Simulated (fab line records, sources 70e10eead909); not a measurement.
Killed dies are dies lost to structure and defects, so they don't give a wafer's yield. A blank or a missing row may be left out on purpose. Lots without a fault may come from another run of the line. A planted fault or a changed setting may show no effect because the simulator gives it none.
Which tool did it? | flow nand_harc | 12 lots, 34 wafers sampled, at 5 steps of a route of 1302

WHAT THE GAUGES READ, wafer by wafer
NHARC_END_SORT_01. Usual: killed_at_array 65, standard deviation 19; killed_at_other 0.9, standard deviation 1.1; killed_at_periphery 3.5, standard deviation 2.3; killed_dies 69, standard deviation 19; killed_open 3.2, standard deviation 1.8; killed_short 2.4, standard deviation 1.5.
lot  | measured     | on        | killed_at_array | killed_at_other | killed_at_periphery | killed_dies | killed_open | killed_short | flag
L641 | day 28 17:16 | prober-02 | 101 117         | 0 0             | 4 4                 | 105 121     | 2 3         | 1 2          |
L643 | day 29 04:53 | prober-02 | 60 81           | 1 1             | 1 2                 | 62 84       | 2 2         | 6 1          |

WHICH TOOL RAN EACH LOT (tool, then ch and the chambers of the sampled wafers, then the start)
lot  | NHARC_A_CHANNEL_HOLE_D1_DEP_00 | NHARC_A_CHANNEL_HOLE_D1_ETCH_39    | NHARC_A_CHANNEL_HOLE_D1_ETCH_21  | NHARC_A_CHANNEL_HOLE_D1_ETCH_26
L632 | acl_dep-01 ch 0, day 8 13:20   | rie_diel-08 ch 1,2, day 8 16:03    | har_etch-02 ch 0,1, day 8 18:43  | har_etch-02 ch 0,1, day 8 22:05
L634 | acl_dep-03 ch 0, day 9 07:15   | rie_diel-08 ch 0,1, day 9 09:41    | har_etch-02 ch 0,1, day 9 11:19  | har_etch-02 ch 0,1, day 9 14:34
L635 | acl_dep-03 ch 0, day 9 21:49   | rie_diel-08 ch 1,2, day 10 00:55   | har_etch-01 ch 0,1, day 10 02:21 | har_etch-01 ch 0,1, day 10 05:43
L636 | acl_dep-03 ch 0, day 10 03:55  | rie_diel-08 ch 2,3, day 10 07:07   | har_etch-02 ch 0,1, day 10 09:08 | har_etch-02 ch 0,1, day 10 12:29
L639 | acl_dep-03 ch 0, day 10 21:10  | rie_diel-08 ch 0,2,3, day 11 00:16 | har_etch-02 ch 0,1, day 11 01:39 | har_etch-02 ch 0,1, day 11 05:01
L641 | acl_dep-02 ch 0, day 12 09:59  | rie_diel-08 ch 2,3, day 12 11:51   | har_etch-02 ch 0,1, day 12 16:10 | har_etch-02 ch 0,1, day 12 19:23
L643 | acl_dep-02 ch 0, day 12 20:25  | rie_diel-08 ch 0, day 12 23:06     | har_etch-01 ch 0, day 13 00:37   | har_etch-01 ch 0, day 13 03:57
L649 | acl_dep-02 ch 0, day 15 13:34  | rie_diel-08 ch 1,2,3, day 15 16:19 | har_etch-02 ch 0,1, day 15 22:30 | har_etch-02 ch 0,1, day 16 01:50
L652 | acl_dep-01 ch 0, day 16 21:42  | rie_diel-08 ch 2,3, day 17 00:46   | har_etch-01 ch 0, day 17 02:15   | har_etch-01 ch 0, day 17 05:32
L653 | acl_dep-01 ch 0, day 17 03:25  | rie_diel-08 ch 0,1,3, day 17 06:18 | har_etch-01 ch 0,1, day 17 10:37 | har_etch-01 ch 0,1, day 17 13:56
L654 | acl_dep-03 ch 0, day 17 03:25  | rie_diel-12 ch 0,2, day 17 06:30   | har_etch-02 ch 0,1, day 17 14:07 | har_etch-02 ch 0,1, day 17 17:29
L655 | acl_dep-02 ch 0, day 17 19:38  | rie_diel-08 ch 1,2,3, day 17 22:30 | har_etch-02 ch 0,1, day 17 23:56 | har_etch-02 ch 0,1, day 18 03:17
- NHARC_A_CHANNEL_HOLE_D1_DEP_00: deposits aC, target thk 3100 nm.
- NHARC_A_CHANNEL_HOLE_D1_ETCH_39: etches the open film in N2/H2, target depth 260 nm, time 325 s.
- NHARC_A_CHANNEL_HOLE_D1_ETCH_21: etches the open film in C4F8/O2/Ar, time 514.3 s, target depth 1600 nm.
- NHARC_A_CHANNEL_HOLE_D1_ETCH_26: etches the open film in C4F8/O2/Ar, time 224.1 s, target depth 300 nm.

WHAT THE TOOLS THEMSELVES READ (means of the sampled wafers that have a number; where no wafer has one, the mark that the record gives instead)
NHARC_A_CHANNEL_HOLE_D1_DEP_00. Usual: throttle_valve_pct 35.001 %, standard deviation 0.0085.
lot  | tool       | throttle_valve_pct (%) | flag
L632 | acl_dep-01 | 35.009                 |
L634 | acl_dep-03 | 35.005                 |
L635 | acl_dep-03 | 34.994                 |
L636 | acl_dep-03 | 35.008                 |
L639 | acl_dep-03 | 34.995                 |
L641 | acl_dep-02 | 34.998                 |
L643 | acl_dep-02 | 34.990                 |
L649 | acl_dep-02 | 34.995                 |
L652 | acl_dep-01 | 35.001                 |
L653 | acl_dep-01 | 35.008                 |
L654 | acl_dep-03 | 35.002                 |
L655 | acl_dep-02 | 34.999                 |

NHARC_A_CHANNEL_HOLE_D1_ETCH_39. Usual: drypump_motor_current_A 5.7 A, standard deviation 0.38; n2_flow_sccm 150.0 sccm, standard deviation 0.48; oes_product_au 0.999 a.u., standard deviation 0.0089; rf_vpp_V 430.0 V, standard deviation 2.9; showerhead_plenum_p_Torr 2.02 Torr, standard deviation 0.1; throttle_valve_pct 14.170 %, standard deviation 0.01.
lot  | tool        | drypump_motor_current_A (A) | n2_flow_sccm (sccm) | oes_product_au (a.u.) | rf_vpp_V (V) | showerhead_plenum_p_Torr (Torr) | throttle_valve_pct (%) | flag
L632 | rie_diel-08 | 5.6                         | 150.4               | 1.004                 | 430.5        | 2.02                            | 14.174                 |
L634 | rie_diel-08 | 5.9                         | 149.4               | 1.000                 | 429.8        | 1.99                            | 14.173                 |
L635 | rie_diel-08 | 5.7                         | 150.2               | 1.005                 | 430.4        | 2.02                            | 14.166                 |
L636 | rie_diel-08 | 5.6                         | 149.2               | 0.998                 | 428.7        | 1.96                            | 14.178                 |
L639 | rie_diel-08 | 5.4                         | 149.9               | 1.001                 | 430.8        | 2.05                            | 14.173                 |
L641 | rie_diel-08 | 5.5                         | 149.4               | 0.926                 | 429.5        | 1.99                            | 14.172                 | OFF
L643 | rie_diel-08 | 5.2                         | 150.4               | 0.933                 | 434.0        | 2.17                            | 14.177                 | OFF
L649 | rie_diel-08 | 5.8                         | 150.2               | 0.990                 | 428.8        | 1.96                            | 14.163                 |
L652 | rie_diel-08 | 5.5                         | 150.1               | 0.996                 | 429.8        | 2.02                            | 14.170                 |
L653 | rie_diel-08 | 5.7                         | 149.9               | 1.007                 | 428.8        | 1.99                            | 14.159                 |
L654 | rie_diel-12 | 5.8                         | 150.1               | 1.003                 | 430.9        | 2.03                            | 14.175                 |
L655 | rie_diel-08 | 5.8                         | 150.4               | 0.999                 | 428.6        | 1.96                            | 14.169                 |

NHARC_A_CHANNEL_HOLE_D1_ETCH_21. Usual: drypump_motor_current_A 5.85 A, standard deviation 0.11; showerhead_plenum_p_Torr 3.61 Torr, standard deviation 0.13; temp_c -20.00 C, standard deviation 0.11; throttle_valve_pct 32.156 %, standard deviation 0.0094.
lot  | tool        | drypump_motor_current_A (A) | showerhead_plenum_p_Torr (Torr) | temp_c (C) | throttle_valve_pct (%) | flag
L632 | har_etch-02 | 5.93                        | 3.54                            | -19.95     | 32.164                 |
L634 | har_etch-02 | 5.93                        | 3.53                            | -19.90     | 32.151                 |
L635 | har_etch-01 | 5.72                        | 3.71                            | -19.85     | 32.159                 |
L636 | har_etch-02 | 5.91                        | 3.53                            | -20.01     | 32.157                 |
L639 | har_etch-02 | 5.90                        | 3.52                            | -19.89     | 32.143                 |
L641 | har_etch-02 | 5.92                        | 3.51                            | -20.03     | 32.154                 |
L643 | har_etch-01 | 5.80                        | 3.70                            | -20.00     | 32.161                 |
L649 | har_etch-02 | 5.88                        | 3.49                            | -20.09     | 32.165                 |
L652 | har_etch-01 | 5.79                        | 3.67                            | -20.02     | 32.160                 |
L653 | har_etch-01 | 5.71                        | 3.65                            | -19.95     | 32.164                 |
L654 | har_etch-02 | 5.95                        | 3.93                            | -19.92     | 32.149                 |
L655 | har_etch-02 | 5.93                        | 3.93                            | -19.99     | 32.154                 |

NHARC_A_CHANNEL_HOLE_D1_ETCH_26. Usual: drypump_motor_current_A 5.84 A, standard deviation 0.11; showerhead_plenum_p_Torr 3.65 Torr, standard deviation 0.14; temp_c -20.00 C, standard deviation 0.1; throttle_valve_pct 24.584 %, standard deviation 0.0092.
lot  | tool        | drypump_motor_current_A (A) | showerhead_plenum_p_Torr (Torr) | temp_c (C) | throttle_valve_pct (%) | flag
L632 | har_etch-02 | 5.94                        | 3.57                            | -19.97     | 24.589                 |
L634 | har_etch-02 | 5.94                        | 3.57                            | -19.98     | 24.589                 |
L635 | har_etch-01 | 5.71                        | 3.76                            | -20.07     | 24.574                 |
L636 | har_etch-02 | 5.90                        | 3.56                            | -20.07     | 24.597                 |
L639 | har_etch-02 | 5.89                        | 3.56                            | -19.94     | 24.581                 |
L641 | har_etch-02 | 5.91                        | 3.54                            | -20.07     | 24.574                 |
L643 | har_etch-01 | 5.81                        | 3.74                            | -20.00     | 24.585                 |
L649 | har_etch-02 | 5.88                        | 3.52                            | -19.97     | 24.589                 |
L652 | har_etch-01 | 5.78                        | 3.71                            | -20.07     | 24.589                 |
L653 | har_etch-01 | 5.70                        | 3.70                            | -20.03     | 24.589                 |
L654 | har_etch-02 | 5.94                        | 3.99                            | -20.02     | 24.582                 |
L655 | har_etch-02 | 5.94                        | 3.99                            | -20.09     | 24.576                 |

THE ANSWER, worked out from the rows above alone
Rule: a lot is off if the mean of its wafers that have a number lies more than 3 standard deviations from the usual mean. A lot without any number at a reading at which 4 lots or more have one is off too. The other lots that the step has rows for count as sound. The gauges are gone through in route order, then the tools' own readings, and for those a lot's mean is taken as printed above. The first step at which some lot is off is used, and at that step the reading that is off furthest; a lot without a number counts as furthest.
Off: L641, L643, at NHARC_A_CHANNEL_HOLE_D1_ETCH_39 (oes_product_au).
A tool fits if, at that step or a process step before it, it ran every lot that is off, and no sound lot after the first of them. None of those tried fits.

WHAT THE SIMULATOR HAD PUT IN
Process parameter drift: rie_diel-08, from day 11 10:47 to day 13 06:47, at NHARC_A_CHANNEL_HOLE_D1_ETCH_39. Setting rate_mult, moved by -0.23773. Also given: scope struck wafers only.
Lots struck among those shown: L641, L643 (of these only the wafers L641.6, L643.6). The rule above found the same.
